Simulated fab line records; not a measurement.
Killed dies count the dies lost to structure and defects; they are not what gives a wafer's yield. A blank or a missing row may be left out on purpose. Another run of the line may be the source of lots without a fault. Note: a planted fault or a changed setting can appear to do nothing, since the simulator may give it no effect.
Which tool did it?	flow n5 finfet	72 wafers from 24 lots sampled at 6 of the route's 1938 steps

## WHAT THE GAUGES READ, wafer by wafer
N5_BEOL_M2_OVL_MEAS_12. Usual: M2_OVL gives -0.3 nm (standard deviation 0.73).
lot	measured	on	M2_OVL (nm)	flag
L074	day 6 11:26	overlay-01	-0.9 -0.9 -1.0	
L075	day 6 19:04	overlay-02	-0.5 -0.1 -0.3	
L077	day 7 02:03	overlay-01	-0.8 -0.4 -0.1	
L076	day 7 05:50	overlay-01	-1.2 -0.3 0.0	
L078	day 7 13:41	overlay-01	-0.8 -1.9 -0.2	
L079	day 7 22:21	overlay-02	-0.2 0.0 0.0	
L081	day 8 09:44	overlay-01	-0.7 -0.4 0.5	
L082	day 8 09:54	overlay-02	-0.9 -0.4 -0.3	
L080	day 8 09:58	overlay-02	-0.1 -0.7 -0.6	
L083	day 8 23:49	overlay-02	-0.1 0.0 -0.4	
L084	day 9 06:05	overlay-01	0.8 -1.2 -1.1	
L085	day 9 07:49	overlay-01	0.2 0.7 1.0	
L086	day 9 13:17	overlay-02	-0.6 0.9 0.6	
L087	day 9 18:44	overlay-01	0.1 -0.4 0.8	
L088	day 9 23:29	overlay-01	0.3 0.3 0.5	
L089	day 10 04:04	overlay-02	0.4 0.4 -1.6	
L090	day 10 17:53	overlay-02	-0.8 -1.1 -0.4	
L092	day 10 23:28	overlay-02	-1.9 0.1 -1.4	
L091	day 10 23:43	overlay-01	0.7 1.2 1.6	
L093	day 11 00:52	overlay-01	-0.2 -0.2 0.1	
L094	day 11 17:21	overlay-01	-0.3 -1.1 -1.5	
L095	day 12 03:53	overlay-01	-0.1 0.3 -0.9	
L096	day 12 05:00	overlay-01	-1.0 -0.4 -0.2	
L097	day 12 16:22	overlay-02	0.4 -0.1 -0.5	

N5_BEOL_M2_CD_MEAS_28: target cd 26.2 nm, target cd y 24.1 nm. Usual: cd nm 26.13 nm, standard deviation 0.23.
lot	measured	on	cd nm (nm)	flag
L074	day 6 12:16	cd sem-01	26.03 25.92 26.06	
L075	day 6 19:56	cd sem-03	26.13 26.31 26.16	
L077	day 7 03:10	cd sem-01	26.16 26.01 26.42	
L076	day 7 06:50	cd sem-01	26.19 25.73 26.14	
L078	day 7 14:32	cd sem-03	26.19 25.61 25.99	
L079	day 7 23:38	cd sem-03	26.23 26.00 25.90	
L081	day 8 10:44	cd sem-03	26.02 25.83 26.03	
L082	day 8 10:55	cd sem-03	26.10 25.75 26.33	
L080	day 8 10:59	cd sem-02	25.65 25.81 26.21	
L083	day 9 01:22	cd sem-02	26.19 25.64 26.06	
L084	day 9 06:56	cd sem-01	26.43 26.35 26.03	
L085	day 9 08:49	cd sem-03	25.85 26.16 26.18	
L086	day 9 14:15	cd sem-03	25.89 26.49 26.22	
L087	day 9 19:56	cd sem-01	25.86 25.90 26.24	
L088	day 10 00:27	cd sem-03	26.19 26.50 26.39	
L089	day 10 04:55	cd sem-02	25.94 25.70 26.28	
L090	day 10 18:58	cd sem-01	26.38 26.29 26.59	
L092	day 11 00:29	cd sem-03	25.98 26.56 26.09	
L091	day 11 00:43	cd sem-02	26.20 26.43 26.18	
L093	day 11 02:15	cd sem-02	26.21 26.22 26.29	
L094	day 11 18:41	cd sem-01	26.39 26.57 26.33	
L095	day 12 04:43	cd sem-01	25.95 26.40 26.63	
L096	day 12 05:55	cd sem-03	26.09 26.28 26.19	
L097	day 12 17:44	cd sem-02	26.07 26.23 26.34	

## TOOL THAT RAN EACH LOT (tool first, then ch and the chambers of the sampled wafers, then the start)
lot	N5_BEOL_M1_PRE_CLEAN_60	N5_BEOL_M2_PECVD_72	N5_BEOL_M2_DESCUM_16	N5_BEOL_M2_ETCH_64
L074	cvd co-01 ch 0,2, day 6 09:50	pecvd-01 ch 0,2, day 6 10:17	rie diel-03 ch 2,3, day 6 11:31	rie diel-03 ch 2,3, day 6 11:35
L075	cvd co-01 ch 0,1,2, day 6 17:43	pecvd-02 ch 0,2, day 6 18:07	rie diel-04 ch 0,2,3, day 6 19:10	rie diel-04 ch 0,2,3, day 6 19:15
L077	cvd co-01 ch 0,1,2, day 6 21:20	pecvd-03 ch 0,1, day 6 21:44	rie diel-03 ch 0,2,3, day 7 02:24	rie diel-03 ch 0,2,3, day 7 02:29
L076	cvd co-02 ch 0,2, day 7 03:10	pecvd-02 ch 0,1,2, day 7 03:34	rie diel-04 ch 0,1,3, day 7 06:03	rie diel-04 ch 0,1,3, day 7 06:08
L078	cvd co-01 ch 0,1,2, day 7 12:19	pecvd-03 ch 1,2, day 7 12:43	rie diel-03 ch 0,1, day 7 13:46	rie diel-03 ch 0,1, day 7 13:51
L079	cvd co-01 ch 0,1,2, day 7 20:28	pecvd-03 ch 0,1,2, day 7 20:51	rie diel-03 ch 1,3, day 7 22:45	rie diel-03 ch 1,3, day 7 22:50
L081	cvd co-02 ch 0,2, day 8 06:38	pecvd-02 ch 0,1,2, day 8 07:03	rie diel-03 ch 1,2,3, day 8 09:49	rie diel-03 ch 1,2,3, day 8 09:54
L082	cvd co-02 ch 0,1,2, day 8 06:52	pecvd-01 ch 0,1,2, day 8 07:15	rie diel-02 ch 0,2,3, day 8 09:59	rie diel-02 ch 0,2,3, day 8 10:04
L080	cvd co-01 ch 0,1,2, day 8 08:39	pecvd-01 ch 0,1,2, day 8 09:02	rie diel-03 ch 1,2,3, day 8 10:04	rie diel-03 ch 1,2,3, day 8 10:11
L083	cvd co-01 ch 0,2, day 8 18:53	pecvd-03 ch 0,1, day 8 19:17	rie diel-02 ch 0,1,3, day 8 23:54	rie diel-02 ch 0,1,3, day 8 23:59
L084	cvd co-02 ch 0,1,2, day 9 04:11	pecvd-01 ch 1,2, day 9 04:35	rie diel-03 ch 0,1,2, day 9 06:10	rie diel-03 ch 0,1,2, day 9 06:14
L085	cvd co-01 ch 0,1,2, day 9 06:25	pecvd-01 ch 1,2, day 9 06:49	rie diel-03 ch 0,1,2, day 9 07:56	rie diel-03 ch 0,1,2, day 9 08:01
L086	cvd co-01 ch 0,1,2, day 9 10:20	pecvd-03 ch 0,1,2, day 9 10:44	rie diel-02 ch 0,2,3, day 9 13:22	rie diel-02 ch 0,2,3, day 9 13:27
L087	cvd co-01 ch 1,2, day 9 16:45	pecvd-01 ch 2, day 9 17:10	rie diel-02 ch 0,2,3, day 9 18:53	rie diel-02 ch 0,2,3, day 9 18:58
L088	cvd co-01 ch 0,2, day 9 22:25	pecvd-02 ch 0,1,2, day 9 22:48	rie diel-02 ch 0,1, day 9 23:34	rie diel-02 ch 0,1, day 9 23:39
L089	cvd co-01 ch 0,1,2, day 10 02:23	pecvd-03 ch 0,1,2, day 10 02:47	rie diel-04 ch 0,2,3, day 10 04:10	rie diel-04 ch 0,2,3, day 10 04:14
L090	cvd co-02 ch 0,1,2, day 10 16:23	pecvd-01 ch 0,1, day 10 16:48	rie diel-02 ch 0,2,3, day 10 18:05	rie diel-02 ch 0,2,3, day 10 18:10
L092	cvd co-02 ch 0,1,2, day 10 20:32	pecvd-02 ch 0,1,2, day 10 20:56	rie diel-03 ch 1,2, day 10 23:32	rie diel-03 ch 1,2, day 10 23:37
L091	cvd co-02 ch 0,1,2, day 10 21:33	pecvd-03 ch 1,2, day 10 21:59	rie diel-03 ch 1,3, day 10 23:51	rie diel-03 ch 1,3, day 10 23:56
L093	cvd co-02 ch 0,2, day 10 23:23	pecvd-01 ch 0,1, day 10 23:46	rie diel-04 ch 1,2,3, day 11 01:14	rie diel-04 ch 1,2,3, day 11 01:19
L094	cvd co-02 ch 0,1,2, day 11 15:44	pecvd-01 ch 0,1,2, day 11 16:07	rie diel-03 ch 1,3, day 11 17:46	rie diel-03 ch 1,3, day 11 17:50
L095	cvd co-01 ch 1,2, day 12 02:42	pecvd-01 ch 0,1,2, day 12 03:05	rie diel-03 ch 0,1, day 12 03:58	rie diel-03 ch 0,1, day 12 04:02
L096	cvd co-01 ch 0,1,2, day 12 03:52	pecvd-01 ch 0,1,2, day 12 04:15	rie diel-02 ch 1,2,3, day 12 05:08	rie diel-02 ch 1,2,3, day 12 05:13
L097	cvd co-02 ch 0,1, day 12 15:29	pecvd-02 ch 0,1,2, day 12 15:53	rie diel-02 ch 1,2, day 12 16:44	rie diel-02 ch 1,2, day 12 16:51
- N5_BEOL_M1_PRE_CLEAN_60: time 15 s.
- N5_BEOL_M2_PECVD_72: deposits SiO2 from TEOS/O2, target thk 16 nm, time 18 s.
- N5_BEOL_M2_DESCUM_16: chemistry O2, time 7 s.
- N5_BEOL_M2_ETCH_64: etches SOC in N2/H2, target depth 75 nm, overetch 22.5 nm, time 121.9 s.

## AS READ BY THE TOOLS THEMSELVES (means over the sampled wafers that have a number; for cases with no such wafer, the mark the record gives instead)
N5_BEOL_M1_PRE_CLEAN_60. Usual: heater power w 84 W, standard deviation 19.
lot	tool	heater power w (W)	flag
L074	cvd co-01	82	
L075	cvd co-01	82	
L077	cvd co-01	80	
L076	cvd co-02	66	
L078	cvd co-01	82	
L079	cvd co-01	81	
L081	cvd co-02	67	
L082	cvd co-02	86	
L080	cvd co-01	81	
L083	cvd co-01	83	
L084	cvd co-02	86	
L085	cvd co-01	82	
L086	cvd co-01	81	
L087	cvd co-01	80	
L088	cvd co-01	83	
L089	cvd co-01	81	
L090	cvd co-02	89	
L092	cvd co-02	86	
L091	cvd co-02	86	
L093	cvd co-02	66	
L094	cvd co-02	88	
L095	cvd co-01	83	
L096	cvd co-01	83	
L097	cvd co-02	107	

N5_BEOL_M2_PECVD_72. Usual: heater power w 696 W, standard deviation 60; showerhead plenum p Torr 8.82 Torr, standard deviation 0.048; throttle valve pct 23.0 %, standard deviation 1.5.
lot	tool	heater power w (W)	showerhead plenum p Torr (Torr)	throttle valve pct (%)	flag
L074	pecvd-01	689	8.86	23.0	
L075	pecvd-02	646	8.79	24.1	
L077	pecvd-03	726	8.84	22.0	
L076	pecvd-02	668	8.79	23.2	
L078	pecvd-03	746	8.85	21.5	
L079	pecvd-03	698	8.80	21.7	
L081	pecvd-02	673	8.79	23.1	
L082	pecvd-01	683	8.85	23.8	
L080	pecvd-01	689	8.86	23.9	
L083	pecvd-03	789	8.84	22.2	
L084	pecvd-01	674	8.84	25.1	
L085	pecvd-01	623	8.82	25.3	
L086	pecvd-03	670	8.81	21.9	
L087	pecvd-01	566	8.83	25.3	
L088	pecvd-02	707	8.79	23.4	
L089	pecvd-03	755	8.81	21.7	
L090	pecvd-01	729	8.87	23.0	
L092	pecvd-02	700	8.79	23.3	
L091	pecvd-03	720	8.87	21.6	
L093	pecvd-01	723	8.86	22.9	
L094	pecvd-01	712	8.84	22.8	
L095	pecvd-01	680	8.85	22.8	
L096	pecvd-01	678	8.85	22.9	
L097	pecvd-02	728	8.79	23.1	

N5_BEOL_M2_DESCUM_16. Usual: drypump motor current A 5.5 A, standard deviation 0.47; oes product au 0.80 a.u., standard deviation 0.089; rf vpp V 243.0 V, standard deviation 1.5; showerhead plenum p Torr 2.08 Torr, standard deviation 0.064; temp c 39.99 C, standard deviation 0.1; throttle valve pct 20.40 %, standard deviation 0.27.
lot	tool	drypump motor current A (A)	oes product au (a.u.)	rf vpp V (V)	showerhead plenum p Torr (Torr)	temp c (C)	throttle valve pct (%)	flag
L074	rie diel-03	5.7	0.73	242.3	2.12	39.91	20.41	
L075	rie diel-04	5.4	0.69	242.6	2.06	40.01	20.54	
L077	rie diel-03	5.7	0.79	243.0	2.10	40.02	20.49	
L076	rie diel-04	5.7	0.71	243.2	2.09	39.96	20.63	
L078	rie diel-03	5.6	0.85	242.1	2.06	40.00	20.42	
L079	rie diel-03	5.3	0.80	243.4	2.09	40.05	20.28	
L081	rie diel-03	5.5	0.76	243.5	2.10	40.03	20.35	
L082	rie diel-02	5.2	0.82	242.8	2.08	40.11	20.47	
L080	rie diel-03	5.4	0.76	242.7	2.10	40.00	20.36	
L083	rie diel-02	5.6	0.87	244.0	2.08	39.91	20.32	
L084	rie diel-03	5.8	0.80	242.6	2.06	39.92	20.51	
L085	rie diel-03	5.7	0.80	242.4	2.06	40.03	20.52	
L086	rie diel-02	5.2	0.81	243.4	2.08	40.00	20.49	
L087	rie diel-02	5.2	0.81	243.9	2.08	39.97	20.50	
L088	rie diel-02	5.5	0.79	240.8	2.00	39.80	20.52	
L089	rie diel-04	5.4	0.92	242.5	2.05	39.93	20.21	
L090	rie diel-02	5.2	0.80	243.2	2.07	40.02	20.52	
L092	rie diel-03	5.7	0.72	242.6	2.06	39.96	20.46	
L091	rie diel-03	5.2	0.74	244.1	2.12	40.01	20.32	
L093	rie diel-04	5.8	0.83	243.4	2.09	40.06	20.44	
L094	rie diel-03	5.3	0.76	242.8	2.08	40.05	20.34	
L095	rie diel-03	5.8	0.83	241.9	2.05	40.04	20.62	
L096	rie diel-02	5.6	0.86	242.4	2.10	40.01	20.19	
L097	rie diel-02	5.6	0.83	242.2	2.03	40.00	20.21	

N5_BEOL_M2_ETCH_64. Usual: for bias w, 150.1 W with a standard deviation of 0.49; for drypump motor current A, 5.6 A with a standard deviation of 0.47; for oes product au, 0.61 a.u. with a standard deviation of 0.062; for rf vpp V, 523.4 V with a standard deviation of 2.6; for showerhead plenum p Torr, 2.53 Torr with a standard deviation of 0.084; for temp c, 39.98 C with a standard deviation of 0.11; for throttle valve pct, 17.8 % with a standard deviation of 0.31.
lot	tool	bias w (W)	drypump motor current A (A)	oes product au (a.u.)	rf vpp V (V)	showerhead plenum p Torr (Torr)	temp c (C)	throttle valve pct (%)	flag
L074	rie diel-03	149.5	5.6	0.55	524.0	2.57	39.90	17.9	
L075	rie diel-04	149.8	5.4	0.53	522.5	2.51	40.04	18.0	
L077	rie diel-03	149.9	5.7	0.60	524.4	2.56	40.03	17.9	
L076	rie diel-04	149.9	5.7	0.54	524.4	2.55	40.03	18.1	
L078	rie diel-03	150.1	5.6	0.65	521.5	2.48	39.96	17.6	
L079	rie diel-03	150.1	5.3	0.61	523.8	2.53	39.91	17.6	
L081	rie diel-03	149.5	5.5	0.58	524.1	2.55	39.90	17.8	
L082	rie diel-02	150.6	5.2	0.62	523.1	2.53	40.00	17.8	
L080	rie diel-03	150.2	5.5	0.58	524.0	2.55	40.02	17.7	
L083	rie diel-02	150.1	5.6	0.66	524.1	2.53	40.01	17.6	
L084	rie diel-03	149.9	5.7	0.61	522.6	2.49	39.98	17.8	
L085	rie diel-03	150.2	5.7	0.61	522.5	2.49	39.89	17.8	
L086	rie diel-02	150.1	5.2	0.61	523.0	2.52	39.88	17.8	
L087	rie diel-02	150.6	5.2	0.61	522.8	2.52	40.11	17.8	
L088	rie diel-02	150.5	5.5	0.59	520.6	2.43	40.02	17.9	
L089	rie diel-04	149.7	5.4	0.69	522.4	2.50	39.95	17.6	
L090	rie diel-02	149.9	5.2	0.61	523.4	2.52	39.94	17.8	
L092	rie diel-03	150.0	5.7	0.56	522.0	2.49	40.00	17.8	
L091	rie diel-03	150.0	5.2	0.57	525.4	2.58	40.01	17.8	
L093	rie diel-04	149.6	5.8	0.63	523.2	2.53	40.09	17.8	
L094	rie diel-03	149.9	5.3	0.59	523.2	2.52	39.82	17.7	
L095	rie diel-03	150.3	5.8	0.63	521.2	2.47	40.08	17.8	
L096	rie diel-02	149.9	5.6	0.65	524.1	2.54	40.05	17.5	
L097	rie diel-02	149.9	5.5	0.63	522.3	2.47	39.95	17.6	

## THE ANSWER, worked out from the rows above alone
Rule: a lot counts as off when the mean over its wafers that have a number is more than 3 standard deviations away from the usual mean. A lot without any number at a reading at which 4 lots or more have one is off too. Where the step has rows for the other lots, those lots are counted as sound. After the gauges, taken in route order, come the tools' own readings; for these a lot's mean is taken, as printed above. The first step at which some lot is off is used, and at that step the reading that is off furthest; a lot without a number counts as furthest.
No lot is off on any of the readings shown, so nothing can be concluded from this.

## WHAT WAS PUT IN BY THE SIMULATOR
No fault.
